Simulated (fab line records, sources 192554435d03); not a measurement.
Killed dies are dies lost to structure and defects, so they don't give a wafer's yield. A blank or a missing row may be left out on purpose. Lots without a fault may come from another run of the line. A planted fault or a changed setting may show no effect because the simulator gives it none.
A struck lot beside a sound one | flow n5_finfet | 36 steps out of a route of 1938
Sound: wafers L191.2, L191.3, L191.5. Struck: wafers L186.4, L186.5, L186.6. The cause comes at the end.
At each step with rows: each side's tool, then ch and its chambers, then its first start. Under that, the readings that differ: sound wafers | struck wafers | difference of the means | sigmas: that difference in standard deviations of wafers without a fault.
alike: readings whose means differ by less than 2 such deviations, and words and numbers that are the same on both sides. not compared: withheld readings, readings that some wafer has no value for, bounds like >300 that may hide the same value, and numbers for which the record gives no deviation and whose values overlap.
The two part at a step that has a row with sigmas, a row that says differs or no value, or rows on one side only. Numbers that don't overlap but have no deviation are shown without sigmas and don't part them. A reading that every wafer of one side lacks parts them only if that side has two wafers or more.

first, 9 steps without rows for these wafers: N5_BEOL_M4_ANNEAL_95 (time 240 s); N5_BEOL_M4_SPUTTER_96 (material Cu, target thk 4.5 nm, time 8.29 s); N5_BEOL_M4_ECD_50 (material Cu, target thk 300 nm); N5_BEOL_M4_ANNEAL_51 (time 90 s); N5_BEOL_M4_CMP_52 (polishes, stops on SiOC, t overpolish 6.8 s, target thk 40 nm); N5_BEOL_M4_PRE_CLEAN_60 (time 15 s); N5_BEOL_M4_CO_CAP_55 (material Co, precursor CCTBA/H2, target thk 2 nm, time 102.1 s); N5_BEOL_M4_PRE_CLEAN_56 (time 15 s); N5_BEOL_M4_DEP_57 (deposits SiCN from 3MS/NH3, target thk 8 nm, time 14 s).
N5_BEOL_M4_RC_MEAS_101:
  sound on prober-02 ch 0, day 13 12:44; struck on prober-02 ch 0, day 12 13:22
  alike: DIBL_N, DIBL_P, IOFF_N, IOFF_P, ION_N, ION_P, SS_N, SS_P, VT_N, VT_P
then, 24 steps without rows for these wafers: N5_BEOL_M5_ILD_DEP_00 (deposits SiCOH lowk from DEMS/porogen, target thk 140.64 nm, time 25.9 s); N5_BEOL_M5_CURE_79 (cures SiCOH lowk, time 240 s); N5_BEOL_M5_PECVD_70 (deposits SiO2 from TEOS/O2, target thk 16 nm, time 18 s); N5_BEOL_M5_HM_DEP_02 (deposits TiN, target thk 20 nm); N5_BEOL_M5_COAT_59 (time 60 s, resist thk 60 nm); N5_BEOL_M5_COAT_60 (time 60 s, resist thk 12 nm); N5_BEOL_M5_COAT_71 (time 60 s, resist thk 5 nm); N5_BEOL_M5_COAT_05 (resist thk 30 nm); N5_BEOL_M5_EBR_07; N5_BEOL_M5_SOFTBAKE_06 (time 60 s); N5_BEOL_M5_EXPOSE_08 (exposes mask M5, target cd 28 nm); N5_BEOL_M5_PEB_09 (peb time 60 s); N5_BEOL_M5_DEVELOP_10 (develop time 30 s); N5_BEOL_M5_DESCUM_16 (chemistry O2, time 7 s); N5_BEOL_M5_ETCH_72 (etches underlayer in N2/H2, target depth 6.5 nm, time 5.2 s); N5_BEOL_M5_ETCH_61 (etches SiARC in CF4, target depth 15.6 nm, time 26 s); N5_BEOL_M5_ETCH_62 (etches SOC in N2/H2, target depth 75 nm, overetch 15 nm, time 112.5 s); N5_BEOL_M5_STRIP_63 (strips in N2/H2); N5_BEOL_M5_STRIP_73 (strips in N2/H2); N5_BEOL_M5_STRIP_64 (strips in CF4); N5_BEOL_M5_HM_OPEN_17 (chemistry Cl2/BCl3, target TiN, target depth 20 nm, overetch 6 nm); N5_BEOL_M5_STRIP_19 (strips in O2); N5_BEOL_M5_COAT_65 (time 60 s, resist thk 60 nm); N5_BEOL_M5_COAT_66 (time 60 s, resist thk 12 nm).
-- the record jumps here: 4 days lie between the struck wafers' starts before and after (it left off in module BEOL_M5 and takes up again in module MIM_TOP_ETCH, whose first step shown is number 1852 of the route) --
N5_MIM_TOP_ETCH_STRIP_01: strips in O2.
  sound on rie_diel-02 ch 1,2,3, day 17 12:23; struck on rie_diel-05 ch 0,2,3, day 16 05:17
  no value came back on the struck wafers for any of 7 readings (bias_power_w (W), chamber_pressure_mTorr (mTorr) and others); on the sound wafers bias_power_w (W) reads 0 0 0
  not compared: rf_hours_counter_h, model.coat_of_MIM_TOP_LITHO_COAT_02.thk_nm
N5_PASSIVATION_PROBE_49:
  the record has rows for the struck wafers here (prober-02, day 16 15:49) and none for the sound ones

WHERE THEY PART
First at N5_MIM_TOP_ETCH_STRIP_01; last, within this record, at N5_PASSIVATION_PROBE_49.

WHY: what the simulator had put in
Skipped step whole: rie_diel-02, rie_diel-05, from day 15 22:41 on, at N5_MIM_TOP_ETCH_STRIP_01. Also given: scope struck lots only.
